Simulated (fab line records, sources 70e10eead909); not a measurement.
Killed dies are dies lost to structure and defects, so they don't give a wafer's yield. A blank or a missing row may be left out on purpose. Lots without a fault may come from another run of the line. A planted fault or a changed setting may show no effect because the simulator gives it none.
Chamber matching | flow nand_harc | NHARC_A_CONTACT_ETCH_48 on rie_diel-13: 4 sister chambers
The step etches the open film in CF4, target depth 39 nm, time 65 s. 14 wafers are shown with their chamber, then 7 later ones without.

WAFERS WITH THEIR CHAMBER
wafer  | chamber | drypump_motor_current_A (A) | rf_vpp_V (V) | oes_product_au (a.u.)
L953.1 | 1       | 6.1                         | 150.9        | 1.013
L953.3 | 0       | 5.6                         | 152.0        | 1.011
L953.5 | 2       | 6.2                         | 153.8        | 1.005
L955.4 | 3       | 5.0                         | 150.4        | 0.986
L955.5 | 3       | 5.1                         | 149.4        | 1.006
L955.6 | 0       | 5.6                         | 150.7        | 1.007
L958.1 | 2       | 6.1                         | 152.5        | 0.995
L958.2 | 0       | 5.6                         | 152.5        | 1.009
L958.4 | 3       | 5.1                         | 150.3        | 0.993
L961.1 | 0       | 5.6                         | 150.8        | 0.997
L961.2 | 3       | 5.1                         | 150.2        | 0.982
L961.5 | 1       | 6.1                         | 150.4        | 0.990
L964.1 | 3       | 5.1                         | 150.7        | 0.983
L964.5 | 3       | 5.1                         | 149.2        | 0.989

SIGNATURES (means of the wafers above)
reading                 | chamber 0 | chamber 1 | chamber 2 | chamber 3 | scatter within a chamber
drypump_motor_current_A | 5.600     | 6.100     | 6.150     | 5.083     | 0.0365
rf_vpp_V                | 151.500   | 150.650   | 153.150   | 150.033   | 0.716
oes_product_au          | 1.00600   | 1.00150   | 1.00000   | 0.98983   | 0.00908
Rule: a wafer's distance from a chamber is the root of the sum, over the readings, of the square of ((its reading less the chamber's mean) divided by the reading's scatter). The wafer belongs to the nearest chamber; if the next one is less than 2 further off, it can't be placed. The scatter: the root of (the sum of the squares of (reading less its chamber's mean) over the shown wafers, divided by (wafers less chambers)).

WAFERS WITHOUT THEIR CHAMBER
wafer  | drypump_motor_current_A (A) | rf_vpp_V (V) | oes_product_au (a.u.)
L964.6 | 5.6                         | 152.4        | 0.995
L968.1 | 6.1                         | 150.1        | 0.996
L968.3 | 5.6                         | 150.9        | 0.993
L968.5 | 6.2                         | 151.9        | 0.994
L970.2 | 5.6                         | 150.7        | 0.998
L970.4 | 6.1                         | 151.8        | 0.998
L970.5 | 6.1                         | 151.0        | 1.002

WHICH CHAMBER EACH WENT THROUGH
wafer  | from the rows above     | in truth
L964.6 | 0                       | 0
L968.1 | 1                       | 1
L968.3 | 0                       | 0
L968.5 | can't be placed: 2 or 1 | 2
L970.2 | 0                       | 0
L970.4 | can't be placed: 1 or 2 | 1
L970.5 | 1                       | 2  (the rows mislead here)
Placed correctly: 4 of 7. Can't be placed from these rows: 2 (the true chamber is among the candidates in 2). Placed wrongly: 1.
